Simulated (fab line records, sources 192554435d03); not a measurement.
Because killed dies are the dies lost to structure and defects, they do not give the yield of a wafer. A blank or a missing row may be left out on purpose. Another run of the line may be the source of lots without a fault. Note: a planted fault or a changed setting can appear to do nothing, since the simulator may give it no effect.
fab line records    flow n5-finfet
[record] lots = 7  wafers = 21
route steps=1938 shown BEOL_M7@1266 BEOL_M8@1339 BEOL_M9@1428 BEOL_M11@1546
start-h: the number of hours between the record's first day and the start of the first shown wafer of the lot    wait-h: hours elapsed since this lot's preceding step    " unchanged from the row above    L1.1+2: a single row standing in for several wafers    - no value, or no start given    * or withheld: withheld    < > ~ a bound
route shown NAME@n: names a module that has steps shown in the file, with the first one's number in the route    usual: mean/standard deviation of fault-free wafers    same: alike in all rows    chamber/n: place in a boat    sites: the reading at each site    _std_site: standard deviation across them    _edge_site: outer sites' mean less inner sites'    radius-mm: how far each site lies from the wafer's centre    mask NAME#n: copy n    behind: the most recent tool/chamber to have shaped the wafer    hold: the reason the lot was held/the length of the hold in hours/how it ended    device: the transistor (n, p or np) that didn't switch    end of line: tests of these same wafers at the route's end    a step with no rows: only its recipe    killed: at the first sort, the dies lost to defects and structure; wafer yield is something else    map: per-die view of a wafer (x killed, . not killed, _ where there is no die)
set.NAME: the setting as run; set.NAME@STEP: as run at that earlier step    model.NAME: the simulator's own value behind a step, which no gauge read
lots where settings were altered on purpose, with a table for each step and a row for each wafer
[[steps]]
[step N5_BEOL_M7_PECVD_70]
[recipe] material = SiO2  target-thk-a = 200  temp-c = 400  precursor = TEOS/O2  pressure-torr = 5.5  rf-w = 450  teos-flow-sccm = 53.8  gas = O2  flow-sccm = 3000  time-s = 22.7
lot.wafer   tool      chamber  start-h  wait-h  set.temp-c  model.SiO2_of_BEOL_M7_PECVD_70.thk-nm
L074.4+5    pecvd-04  0,2      232.26   0.1     400         20.2
L074.6      "         1        "        "       404.9       19.2
L081.1      pecvd-01  0        294.72   0.0     400         19.4
L081.5+6    "         2,1      "        "       400         20.2
L084.2      pecvd-04  1        298.88   0.0     400         20
L084.4+6    "         0,1      "        "       400         20.4
L086.2+3+4  pecvd-04  1,2,1    328.66   0.0     400         19.6
L088.2      pecvd-04  1        340.37   0.0     400         20
L088.4      "         0        "        "       400         20.2
L088.6      "         2        "        "       395         21.2
L093.1+3    pecvd-04  1,0      365.03   0.0     409.3       18.6
L093.2      "         2        "        "       400         20
L094.2      pecvd-02  2        366.59   0.0     400         20
L094.3      "         0        "        "       400         20.2
L094.4      "         2        "        "       413.7       18.2
[step N5_BEOL_M7_COAT_05]
[recipe] resist = CAR-ArF  spin-rpm = 1500  resist-thk-nm = 90
lot.wafer   tool            chamber  start-h  wait-h  set.spin-rpm  model.CAR-ArF_of_BEOL_M7_COAT_05.thk-nm
L074.4      litho-track-01  0        -        -       1586          87.4
L074.5      "               0        "        "       1500          90
L074.6      "               0        "        "       1500          89.8
L081.1+6    litho-track-01  0        -        -       1500          89.6
L081.5      "               0        "        "       1500          89.4
L084.2+4+6  litho-track-01  0        -        -       1500          89.8
L086.2      litho-track-01  0        -        -       1500          90.2
L086.3      "               0        "        "       1500          90.4
L086.4      "               0        "        "       1500          90.6
L088.2      litho-track-05  0        -        -       1500          90.6
L088.4+6    "               0        "        "       1500          90.2
L093.1      litho-track-05  0        -        -       1500          89.8
L093.2      "               0        "        "       1500          90
L093.3      "               0        "        "       1500          90.2
L094.2      litho-track-01  0        -        -       1500          90.2
L094.3+4    "               0        "        "       1620          86.8
[step N5_BEOL_M7_EBR_07]
[recipe] solvent = PGMEA  ebr-width-mm = 1.5
[step N5_BEOL_M7_SOFTBAKE_06]
[recipe] temp-c = 110  time-s = 60  resist = CAR-ArF
[step N5_BEOL_M7_EXPOSE_08]
[recipe] mask-id = M7  na = 1.35  source-shape = dipole  sigma-inner = 0.817  sigma-outer = 0.97  polarization = te  dose-mj = 68.25
[step N5_BEOL_M7_PEB_09]
[recipe] peb-temp-c = withheld  peb-time-s = 60  resist = CAR-ArF
[step N5_BEOL_M7_DEVELOP_10]
[recipe] develop-time-s = 30  developer = TMAH  resist = CAR-ArF  rinse-liquid = diw  dry = air-spin  dev-temp-c = 23
lot.wafer   tool            chamber  start-h  wait-h  set.spin-rpm@BEOL_M7_COAT_05  model.CAR-ArF_of_BEOL_M7_COAT_05.thk-nm
L074.4      litho-track-05  0        -        -       1586                          85.8
L074.5+6    "               0        "        "       1500                          88.2
L081.1+5+6  litho-track-05  0        -        -       1500                          87.8
L084.2+4+6  litho-track-01  0        -        -       1500                          88.2
L086.2      litho-track-02  0        -        -       1500                          88.6
L086.3      "               0        "        "       1500                          88.8
L086.4      "               0        "        "       1500                          89
L088.2      litho-track-01  0        -        -       1500                          88.8
L088.4+6    "               0        "        "       1500                          88.6
L093.1      litho-track-01  0        -        -       1500                          88
L093.2      "               0        "        "       1500                          88.2
L093.3      "               0        "        "       1500                          88.4
L094.2      litho-track-01  0        -        -       1500                          88.4
L094.3      "               0        "        "       1620                          85
L094.4      "               0        "        "       1620                          85.2
[step N5_BEOL_M7_VIA_ETCH_34]
[recipe] chemistry = C4F6/O2  target = SiCOH_lowk  target-depth-a = 1255  mask-material = SOC  taper-deg = 4  time-s = 50.5  ion-energy-ev = 250  pressure-mtorr = 30  source-w = 345  bias-w = 185  Ar_flow_sccm = 300  C4F6_flow_sccm = 10  O2_flow_sccm = 10
lot.wafer  tool         chamber  start-h  wait-h  set.source-w  model.etch.depth-nm
L074.4     rie-diel-06  0        235.18   0.0     345           127.9
L074.5     "            1        "        "       303.5         121.2
L074.6     "            2        "        "       303.5         118
L081.1     rie-diel-02  1        297.95   0.0     312.4         121.6
L081.5     "            0        "        "       345           127.9
L081.6     "            1        "        "       345           125.9
L084.2     rie-diel-06  3        303.22   0.0     345           122.8
L084.4     "            2        "        "       345           122.2
L084.6     "            2        "        "       345           123.1
L086.2     rie-diel-05  1        334.31   0.0     345           125.9
L086.3     "            0        "        "       345           127.3
L086.4     "            1        "        "       345           126.3
L088.2     rie-diel-02  2        347.96   0.0     326           125.2
L088.4     "            3        "        "       326           124.2
L088.6     "            1        "        "       326           123.9
L093.1     rie-diel-02  0        368.97   0.0     345           128.6
L093.2     "            1        "        "       345           125.6
L093.3     "            3        "        "       328.1         123.9
L094.2     rie-diel-06  1        371.10   0.0     345           125.6
L094.3     "            0        "        "       345           124.8
L094.4     "            2        "        "       345           123.2
[step N5_BEOL_M7_ETCH_41]
[recipe] chemistry = CH3F/O2  target = SiCN  target-depth-a = 319  taper-deg = 2  time-s = 57.8  ion-energy-ev = 120  mask-material = TiN  pressure-mtorr = 30  source-w = 395  bias-w = 75  Ar_flow_sccm = 150  CH3F_flow_sccm = 30  O2_flow_sccm = 20
[usual] rf-vpp-V = 297.4/1.8
lot.wafer  tool         chamber  start-h  wait-h  set.source-w  rf-vpp-V
L074.4     rie-diel-06  0        -        -       395           293.8
L074.5     "            1        "        "       395           297.1
L074.6     "            2        "        "       395           297.5
L081.1     rie-diel-02  1        -        -       363.8         308.9
L081.5     "            0        "        "       363.8         307.7
L081.6     "            1        "        "       395           299.2
L084.2     rie-diel-06  3        -        -       395           294.1
L084.4     "            2        "        "       395           297.1
L084.6     "            2        "        "       395           298.8
L086.2     rie-diel-05  1        -        -       395           299.3
L086.3     "            0        "        "       395           295.0
L086.4     "            1        "        "       395           297.3
L088.2     rie-diel-02  2        -        -       395           294.9
L088.4     "            3        "        "       366.2         306.0
L088.6     "            1        "        "       366.2         307.1
L093.1     rie-diel-02  0        -        -       395           297.5
L093.2     "            1        "        "       417           293.0
L093.3     "            3        "        "       395           298.7
L094.2     rie-diel-06  1        -        -       360.6         306.1
L094.3     "            0        "        "       395           293.8
L094.4     "            2        "        "       395           297.9
[step N5_BEOL_M7_STRIP_80]
[recipe] chemistry = N2/H2  time-s = 10  power-w = 450  temp-c = 40  pressure-mtorr = 20  rf-frequency-hz = 6e+07  bias-power-w = 7  n2-flow-sccm = 200  h2-flow-sccm = 200
[step N5_BEOL_M7_HM_STRIP_39]
[recipe] chemistry = peroxide-tin-strip  material = TiN  target-depth-a = 250  temp-c = 50  time-s = 158
lot.wafer  tool          chamber  start-h  wait-h  set.temp-c@BEOL_M7_PECVD_70  model.SiO2_of_BEOL_M7_PECVD_70.thk-nm
L074.4+5   wet-bench-03  4,2      235.46   0.0     400                          20
L074.6     "             5        "        "       404.9                        19
L081.1     wet-bench-03  0        298.23   0.0     400                          19.4
L081.5+6   "             4,7      "        "       400                          20
L084.2     wet-bench-06  5        303.51   0.0     400                          19.8
L084.4+6   "             4,3      "        "       400                          20.2
L086.2+4   wet-bench-06  5,7      334.59   0.0     400                          19.4
L086.3     "             0        "        "       400                          19.6
L088.2     wet-bench-05  2        348.24   0.0     400                          19.8
L088.4     "             0        "        "       400                          20
L088.6     "             1        "        "       395                          21
L093.1+3   wet-bench-05  5,7      369.26   0.0     409.3                        18.4
L093.2     "             2        "        "       400                          19.8
L094.2     wet-bench-05  6        371.38   0.0     400                          19.8
L094.3     "             2        "        "       400                          20
L094.4     "             7        "        "       413.7                        18.2
[step N5_BEOL_M8_COAT_05]
[recipe] resist = CAR-ArF  spin-rpm = 1500  resist-thk-nm = 90
lot.wafer  tool            chamber  start-h  wait-h  set.spin-rpm  model.CAR-ArF_of_BEOL_M8_COAT_05.thk-nm
L074.4+6   litho-track-04  0        -        -       1500          90
L074.5     "               0        "        "       1373          94.4
L081.1     litho-track-03  0        -        -       1414          92.8
L081.5     "               0        "        "       1500          89.8
L081.6     "               0        "        "       1414          92.6
L084.2     litho-track-05  0        -        -       1500          90.2
L084.4+6   "               0        "        "       1500          90
L086.2+4   litho-track-03  0        -        -       1500          89.6
L086.3     "               0        "        "       1500          89.8
L088.2     litho-track-05  0        -        -       1500          90
L088.4     "               0        "        "       1423          92.6
L088.6     "               0        "        "       1423          92.4
L093.1+3   litho-track-03  0        -        -       1500          90.2
L093.2     "               0        "        "       1500          90
L094.2+4   litho-track-03  0        -        -       1650          85.6
L094.3     "               0        "        "       1500          89.6
[step N5_BEOL_M8_EBR_07]
[recipe] solvent = PGMEA  ebr-width-mm = 1.5
[step N5_BEOL_M8_SOFTBAKE_06]
[recipe] temp-c = 110  time-s = 60  resist = CAR-ArF
[step N5_BEOL_M8_EXPOSE_08]
[recipe] mask-id = M8  na = 1.35  source-shape = dipole  sigma-inner = 0.817  sigma-outer = 0.97  polarization = te  dose-mj = 68.25
[step N5_BEOL_M8_PEB_09]
[recipe] peb-temp-c = withheld  peb-time-s = 60  resist = CAR-ArF
[step N5_BEOL_M8_DEVELOP_10]
[recipe] develop-time-s = 30  developer = TMAH  resist = CAR-ArF  rinse-liquid = diw  dry = air-spin  dev-temp-c = 23
lot.wafer   tool            chamber  start-h  wait-h  set.spin-rpm@BEOL_M8_COAT_05  model.CAR-ArF_of_BEOL_M8_COAT_05.thk-nm
L074.4      litho-track-05  0        -        -       1500                          88.4
L074.5      "               0        "        "       1373                          92.6
L074.6      "               0        "        "       1500                          88.2
L081.1+6    litho-track-05  0        -        -       1414                          91
L081.5      "               0        "        "       1500                          88
L084.2+4+6  litho-track-04  0        -        -       1500                          88.4
L086.2+3+4  litho-track-03  0        -        -       1500                          88
L088.2      litho-track-03  0        -        -       1500                          88.2
L088.4+6    "               0        "        "       1423                          90.8
L093.1+3    litho-track-05  0        -        -       1500                          88.4
L093.2      "               0        "        "       1500                          88.2
L094.2      litho-track-04  0        -        -       1650                          83.8
L094.3      "               0        "        "       1500                          88
L094.4      "               0        "        "       1650                          84
[step N5_BEOL_M8_DESCUM_16]
[recipe] chemistry = O2  time-s = 7.9  source-power-w = 50  bias-power-w = 20  pressure-mtorr = 20  rf-frequency-hz = 2.712e+07  temp-c = 40  resist = CAR-ArF  o2-flow-sccm = 225
lot.wafer   tool         chamber  start-h  wait-h  set.time-s  set.spin-rpm@BEOL_M8_COAT_05  model.CAR-ArF_of_BEOL_M8_COAT_05.thk-nm
L074.4      rie-diel-04  0        242.25   0.3     7.9         1500                          83.6
L074.5      "            1        "        "       6.534       1373                          88.8
L074.6      "            2        "        "       7.9         1500                          83.4
L081.1      rie-diel-04  2        304.85   0.6     7.9         1414                          86.2
L081.5      "            2        "        "       8.669       1500                          82.8
L081.6      "            3        "        "       8.669       1414                          85.6
L084.2+4+6  rie-diel-04  2,3,3    308.51   0.0     7.9         1500                          83.6
L086.2+3+4  rie-diel-01  2,3,1    339.23   0.0     7.9         1500                          83.2
L088.2      rie-diel-03  1        352.86   0.3     6.136       1500                          84.4
L088.4      "            3        "        "       7.9         1423                          86
L088.6      "            0        "        "       6.136       1423                          87
L093.1      rie-diel-01  2        375.37   0.0     7.421       1500                          83.8
L093.2      "            1        "        "       7.421       1500                          83.6
L093.3      "            3        "        "       7.9         1500                          83.6
L094.2      rie-diel-03  0        378.90   0.0     7.9         1650                          79
L094.3      "            3        "        "       7.9         1500                          83.2
L094.4      "            2        "        "       7.9         1650                          79.2
[step N5_BEOL_M8_ETCH_61]
[recipe] chemistry = CF4  target = SiARC  target-depth-a = 455  mask-material = CAR-ArF  time-s = 75.8  ion-energy-ev = 80  pressure-mtorr = 40  source-w = 545  bias-w = 36  Ar_flow_sccm = 100  cf4-flow-sccm = 100  ends = cleared
lot.wafer  tool         chamber  start-h  wait-h  set.spin-rpm@BEOL_M8_COAT_05  model.CAR-ArF_of_BEOL_M8_COAT_05.thk-nm
L074.4     rie-diel-04  0        242.29   0.0     1500                          50.8
L074.5     "            1        "        "       1373                          56.2
L074.6     "            2        "        "       1500                          51
L081.1     rie-diel-04  2        304.88   0.0     1414                          53.8
L081.5     "            2        "        "       1500                          50.2
L081.6     "            3        "        "       1414                          53.2
L084.2     rie-diel-04  2        308.55   0.0     1500                          51.2
L084.4+6   "            3        "        "       1500                          51
L086.2+4   rie-diel-01  2,1      339.27   0.0     1500                          50.6
L086.3     "            3        "        "       1500                          50.8
L088.2     rie-diel-03  1        352.90   0.0     1500                          52
L088.4     "            3        "        "       1423                          53.4
L088.6     "            0        "        "       1423                          54.4
L093.1     rie-diel-01  2        375.40   0.0     1500                          51.2
L093.2+3   "            1,3      "        "       1500                          51
L094.2     rie-diel-03  0        378.93   0.0     1650                          46.4
L094.3     "            3        "        "       1500                          50.4
L094.4     "            2        "        "       1650                          46.6
[step N5_BEOL_M9_COAT_22]
[recipe] resist = CAR-EUV  spin-rpm = 1500  resist-thk-nm = 30
lot.wafer   tool            chamber  start-h  wait-h  set.spin-rpm  model.CAR-EUV_of_BEOL_M9_COAT_22.thk-nm
L074.4+5    litho-track-04  0        -        -       1639          28.8
L074.6      "               0        "        "       1500          30.2
L081.1+5+6  litho-track-02  0        -        -       1500          30
L084.2+4    litho-track-02  0        -        -       1371          31.4
L084.6      "               0        "        "       1500          30.2
L086.2+3+4  litho-track-02  0        -        -       1500          29.8
L088.2+4+6  litho-track-01  0        -        -       1500          30
L093.1      litho-track-04  0        -        -       1383          31.2
L093.2      "               0        "        "       1383          31
L093.3      "               0        "        "       1500          29.8
L094.2      litho-track-04  0        -        -       1500          29.8
L094.3      "               0        "        "       1369          31.2
L094.4      "               0        "        "       1500          30
[step N5_BEOL_M9_EBR_24]
[recipe] solvent = PGMEA  ebr-width-mm = 1.5
[step N5_BEOL_M9_SOFTBAKE_23]
[recipe] temp-c = 110  time-s = 60  resist = CAR-EUV
[step N5_BEOL_M9_EXPOSE_25]
[recipe] mask-id = V8  na = 0.33  source-shape = annular  sigma-inner = 0.4  sigma-outer = 0.8  polarization = unpolarized  dose-mj = 37.25
[step N5_BEOL_M9_PEB_26]
[recipe] peb-temp-c = 100  peb-time-s = 60  resist = CAR-EUV
[step N5_BEOL_M9_DEVELOP_27]
[recipe] develop-time-s = 30  developer = TMAH  resist = CAR-EUV  rinse-liquid = surfactant-rinse  dry = air-spin  dev-temp-c = 23
lot.wafer   tool            chamber  start-h  wait-h  set.spin-rpm@BEOL_M9_COAT_22  model.CAR-EUV_of_BEOL_M9_COAT_22.thk-nm
L074.4+5    litho-track-02  0        -        -       1639                          28.4
L074.6      "               0        "        "       1500                          29.8
L081.1+5+6  litho-track-04  0        -        -       1500                          29.6
L084.2+4    litho-track-02  0        -        -       1371                          31
L084.6      "               0        "        "       1500                          29.6
L086.2+3+4  litho-track-02  0        -        -       1500                          29.4
L088.2+4+6  litho-track-01  0        -        -       1500                          29.6
L093.1+2    litho-track-01  0        -        -       1383                          30.6
L093.3      "               0        "        "       1500                          29.4
L094.2+4    litho-track-04  0        -        -       1500                          29.4
L094.3      "               0        "        "       1369                          30.8
[step N5_BEOL_M9_ETCH_66]
[recipe] chemistry = N2/H2  target = SOC  target-depth-a = 800  overetch-a = 160  mask-material = SiARC  temp-c = 40  time-s = 120  ion-energy-ev = 200  pressure-mtorr = 30  source-w = 840  bias-w = 150  n2-flow-sccm = 200  h2-flow-sccm = 200
lot.wafer  tool         chamber  start-h  wait-h  set.time-s  model.SiARC_of_BEOL_M9_COAT_64.thk-nm
L074.4     rie-diel-06  3        255.43   0.0     128.1       6
L074.5+6   "            1,0      "        "       120         6.2
L081.1+5   rie-diel-02  0,3      314.83   0.0     129.2       5.8
L081.6     "            2        "        "       120         6.2
L084.2     rie-diel-06  3        316.98   0.0     120         6.4
L084.4+6   "            3,1      "        "       120         6.2
L086.2     rie-diel-06  1        351.08   0.0     120         6.4
L086.3+4   "            0,3      "        "       120         6.2
L088.2+6   rie-diel-06  1        364.21   0.0     120         6.4
L088.4     "            0        "        "       105.9       7
L093.1+2   rie-diel-02  0,2      390.38   0.0     120         6.2
L093.3     "            3        "        "       120         6.4
L094.2+4   rie-diel-05  1,2      394.69   0.0     120         6.4
L094.3     "            0        "        "       143.1       5.2
[step N5_BEOL_M11_EXPOSE_08]
[recipe] mask-id = M11  na = 1.35  source-shape = dipole  sigma-inner = 0.411  sigma-outer = 0.611  polarization = te  dose-mj = 53.75
lot.wafer   tool             chamber  start-h  wait-h  mask   set.dose-mj
L074.4+6    arfi-scanner-03  0        269.01   -       M11#0  52.29
L074.5      "                0        "        "       M11#0  53.75
L081.1      arfi-scanner-01  0        326.80   -       M11#0  52.33
L081.5+6    "                0        "        "       M11#0  53.75
L084.2+4+6  arfi-scanner-03  0        331.13   -       M11#0  53.75
L086.2+3+4  arfi-scanner-01  0        364.96   -       M11#0  53.75
L088.2+4+6  arfi-scanner-02  0        378.80   -       M11#0  53.75
L093.1+2+3  arfi-scanner-02  0        401.42   -       M11#0  53.75
L094.2      arfi-scanner-01  0        408.80   -       M11#0  53.75
L094.3+4    "                0        "        "       M11#0  51.97
[step N5_BEOL_M11_PEB_09]
[recipe] peb-temp-c = withheld  peb-time-s = 60  resist = CAR-ArF
[step N5_BEOL_M11_DEVELOP_10]
[recipe] develop-time-s = 30  developer = TMAH  resist = CAR-ArF  rinse-liquid = diw  dry = air-spin  dev-temp-c = 23
[step N5_BEOL_M11_CD_MEAS_11]
[recipe] target-cd-nm = 64.1  landing-energy-ev = 500  detector = se-inlens  polarity = opening
[usual] cd-nm = 64.1/0.52
lot.wafer  tool       chamber  start-h  wait-h  set.dose-mj@BEOL_M11_EXPOSE_08  cd-nm
L074.4     cd-sem-01  0        269.12   -       52.29                           62.2
L074.5     "          0        "        "       53.75                           64.0
L074.6     "          0        "        "       52.29                           62.3
L081.1     cd-sem-02  0        326.93   -       52.33                           62.8
L081.5     "          0        "        "       53.75                           64.5
L081.6     "          0        "        "       53.75                           64.0
L084.2     cd-sem-01  0        331.26   -       53.75                           63.6
L084.4     "          0        "        "       53.75                           63.3
L084.6     "          0        "        "       53.75                           63.0
L086.2     cd-sem-02  0        365.08   -       53.75                           64.1
L086.3     "          0        "        "       53.75                           64.1
L086.4     "          0        "        "       53.75                           64.1
L088.2     cd-sem-02  0        378.92   -       53.75                           64.2
L088.4     "          0        "        "       53.75                           64.8
L088.6     "          0        "        "       53.75                           64.1
L093.1     cd-sem-02  0        401.55   -       53.75                           65.0
L093.2     "          0        "        "       53.75                           65.0
L093.3     "          0        "        "       53.75                           64.0
L094.2     cd-sem-03  0        408.92   -       53.75                           64.0
L094.3     "          0        "        "       51.97                           62.5
L094.4     "          0        "        "       51.97                           62.0
[step N5_BEOL_M11_DESCUM_16]
[recipe] chemistry = O2  time-s = 7.9  source-power-w = 50  bias-power-w = 20  pressure-mtorr = 20  rf-frequency-hz = 2.712e+07  temp-c = 40  resist = CAR-ArF  o2-flow-sccm = 225
lot.wafer  tool         chamber  start-h  wait-h  set.time-s  model.CAR-ArF_of_BEOL_M11_COAT_05.thk-nm
L074.4     rie-diel-05  3        269.39   0.2     7.9         83
L074.5     "            2        "        "       7.9         83.2
L074.6     "            0        "        "       8.558       82.8
L081.1+6   rie-diel-06  2,3      327.01   0.0     7.9         83.4
L081.5     "            2        "        "       6.394       84.4
L084.2     rie-diel-05  1        331.87   0.6     7.9         84.6
L084.4     "            2        "        "       8.981       83.2
L084.6     "            0        "        "       8.981       83.4
L086.2     rie-diel-05  3        365.29   0.2     7.9         83.2
L086.3+4   "            2,0      "        "       7.9         83.4
L088.2     rie-diel-02  2        379.26   0.3     7.9         83.2
L088.4     "            1        "        "       7.9         83.4
L088.6     "            1        "        "       7.9         82.8
L093.1+3   rie-diel-05  2,0      401.81   0.2     7.9         83.6
L093.2     "            3        "        "       6.191       84.4
L094.2     rie-diel-02  2        409.16   0.2     7.9         83
L094.3     "            0        "        "       9.34        82.2
L094.4     "            1        "        "       9.34        82
[step N5_BEOL_M11_ETCH_61]
[recipe] chemistry = CF4  target = SiARC  target-depth-a = 390  mask-material = CAR-ArF  time-s = 65  ion-energy-ev = 80  pressure-mtorr = 40  source-w = 545  bias-w = 36  Ar_flow_sccm = 100  cf4-flow-sccm = 100  ends = cleared
lot.wafer  tool         chamber  start-h  wait-h  set.dose-mj@BEOL_M11_EXPOSE_08  model.BEOL_M11.cd-offset-nm
L074.4     rie-diel-05  3        269.43   0.0     52.29                           -1.8
L074.5     "            2        "        "       53.75                           -0.2
L074.6     "            0        "        "       52.29                           -1.4
L081.1     rie-diel-06  2        327.05   0.0     52.33                           -1.6
L081.5     "            2        "        "       53.75                           0.4
L081.6     "            3        "        "       53.75                           -0.2
L084.2     rie-diel-05  1        331.91   0.0     53.75                           -0.4
L084.4     "            2        "        "       53.75                           -0.8
L084.6     "            0        "        "       53.75                           -0.6
L086.2     rie-diel-05  3        365.32   0.0     53.75                           -0.2
L086.3     "            2        "        "       53.75                           -0.4
L086.4     "            0        "        "       53.75                           0
L088.2+6   rie-diel-02  2,1      379.29   0.0     53.75                           0
L088.4     "            1        "        "       53.75                           0.4
L093.1     rie-diel-05  2        401.84   0.0     53.75                           0.4
L093.2     "            3        "        "       53.75                           0.2
L093.3     "            0        "        "       53.75                           -0.2
L094.2     rie-diel-02  2        409.20   0.0     53.75                           -0.2
L094.3     "            0        "        "       51.97                           -1.6
L094.4     "            1        "        "       51.97                           -1.8
[step N5_BEOL_M11_CURE_72]
[recipe] temp-c = 370  time-s = 120  ambient = DMADMS/He  material = SiCOH_lowk
[usual] lamp-power-pct = 52.31/0.053
lot.wafer  tool        chamber  start-h  wait-h  set.time-s  lamp-power-pct
L074.4     uv-cure-03  1        272.13   0.2     120         52.32
L074.5     "           1        "        "       120         52.32
L074.6     "           1        "        "       120         52.32
L081.1     uv-cure-02  0        330.81   0.0     120         52.26
L081.5     "           0        "        "       127.1       52.05
L081.6     "           0        "        "       120         52.35
L084.2     uv-cure-03  0        334.55   0.1     120         52.32
L084.4     "           0        "        "       120         52.31
L084.6     "           0        "        "       120         52.35
L086.2     uv-cure-03  2        369.60   0.2     120         52.30
L086.3     "           2        "        "       120         52.27
L086.4     "           2        "        "       120         52.25
L088.2     uv-cure-03  2        383.25   0.3     145.2       51.22
L088.4     "           2        "        "       120         52.30
L088.6     "           2        "        "       120         52.34
L093.1     uv-cure-01  1        404.39   0.0     120         52.35
L093.2     "           1        "        "       143.9       51.34
L093.3     "           1        "        "       120         52.38
L094.2     uv-cure-02  0        412.31   0.1     107.3       52.33
L094.3     "           0        "        "       120         52.30
L094.4     "           0        "        "       120         52.25
[[key]]
[split] step = N5_BEOL_M7_PECVD_70  setting = temp-c  stated = 400  by = wafer
[response] step = N5_BEOL_M7_PECVD_70  reading = model.SiO2_of_BEOL_M7_PECVD_70.thk-nm  change = -0.612  per = 1%  r = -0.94
[response] step = N5_BEOL_M7_HM_STRIP_39  reading = model.SiO2_of_BEOL_M7_PECVD_70.thk-nm  change = -0.578  per = 1%  r = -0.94
[split] step = N5_BEOL_M7_COAT_05  setting = spin-rpm  stated = 1500  by = wafer
[response] step = N5_BEOL_M7_COAT_05  reading = model.CAR-ArF_of_BEOL_M7_COAT_05.thk-nm  change = -0.429  per = 1%  r = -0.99
[response] step = N5_BEOL_M7_DEVELOP_10  reading = model.CAR-ArF_of_BEOL_M7_COAT_05.thk-nm  change = -0.415  per = 1%  r = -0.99
[split] step = N5_BEOL_M7_VIA_ETCH_34  setting = source-w  stated = 345  by = wafer
[response] step = N5_BEOL_M7_VIA_ETCH_34  reading = model.etch.depth-nm  change = +0.644  per = 1%  r = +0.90
[split] step = N5_BEOL_M7_ETCH_41  setting = source-w  stated = 395  by = wafer
[response] step = N5_BEOL_M7_ETCH_41  reading = rf-vpp-V  change = -1.24  per = 1%  r = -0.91
[split] step = N5_BEOL_M8_COAT_05  setting = spin-rpm  stated = 1500  by = wafer
[response] step = N5_BEOL_M8_COAT_05  reading = model.CAR-ArF_of_BEOL_M8_COAT_05.thk-nm  change = -0.462  per = 1%  r = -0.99
[response] step = N5_BEOL_M8_DEVELOP_10  reading = model.CAR-ArF_of_BEOL_M8_COAT_05.thk-nm  change = -0.468  per = 1%  r = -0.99
[response] step = N5_BEOL_M8_DESCUM_16  reading = model.CAR-ArF_of_BEOL_M8_COAT_05.thk-nm  change = -0.496  per = 1%  r = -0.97
[response] step = N5_BEOL_M8_ETCH_61  reading = model.CAR-ArF_of_BEOL_M8_COAT_05.thk-nm  change = -0.487  per = 1%  r = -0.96
[split] step = N5_BEOL_M8_DESCUM_16  setting = time-s  stated = 7.9  by = wafer
response none clear
[split] step = N5_BEOL_M9_COAT_22  setting = spin-rpm  stated = 1500  by = wafer
[response] step = N5_BEOL_M9_COAT_22  reading = model.CAR-EUV_of_BEOL_M9_COAT_22.thk-nm  change = -0.151  per = 1%  r = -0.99
[response] step = N5_BEOL_M9_DEVELOP_27  reading = model.CAR-EUV_of_BEOL_M9_COAT_22.thk-nm  change = -0.157  per = 1%  r = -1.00
[split] step = N5_BEOL_M9_ETCH_66  setting = time-s  stated = 120  by = wafer
[response] step = N5_BEOL_M9_ETCH_66  reading = model.SiARC_of_BEOL_M9_COAT_64.thk-nm  change = -0.0564  per = 1%  r = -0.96
[split] step = N5_BEOL_M11_EXPOSE_08  setting = dose-mj  stated = 53.75  by = wafer
[response] step = N5_BEOL_M11_CD_MEAS_11  reading = cd-nm  change = +0.573  per = 1%  r = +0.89
[response] step = N5_BEOL_M11_ETCH_61  reading = model.BEOL_M11.cd-offset-nm  change = +0.524  per = 1%  r = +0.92
[split] step = N5_BEOL_M11_DESCUM_16  setting = time-s  stated = 7.9  by = wafer
[response] step = N5_BEOL_M11_DESCUM_16  reading = model.CAR-ArF_of_BEOL_M11_COAT_05.thk-nm  change = -0.0514  per = 1%  r = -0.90
[split] step = N5_BEOL_M11_CURE_72  setting = time-s  stated = 120  by = wafer
[response] step = N5_BEOL_M11_CURE_72  reading = lamp-power-pct  shape = bent  at-lowest = *  at-stated = *  at-highest = *
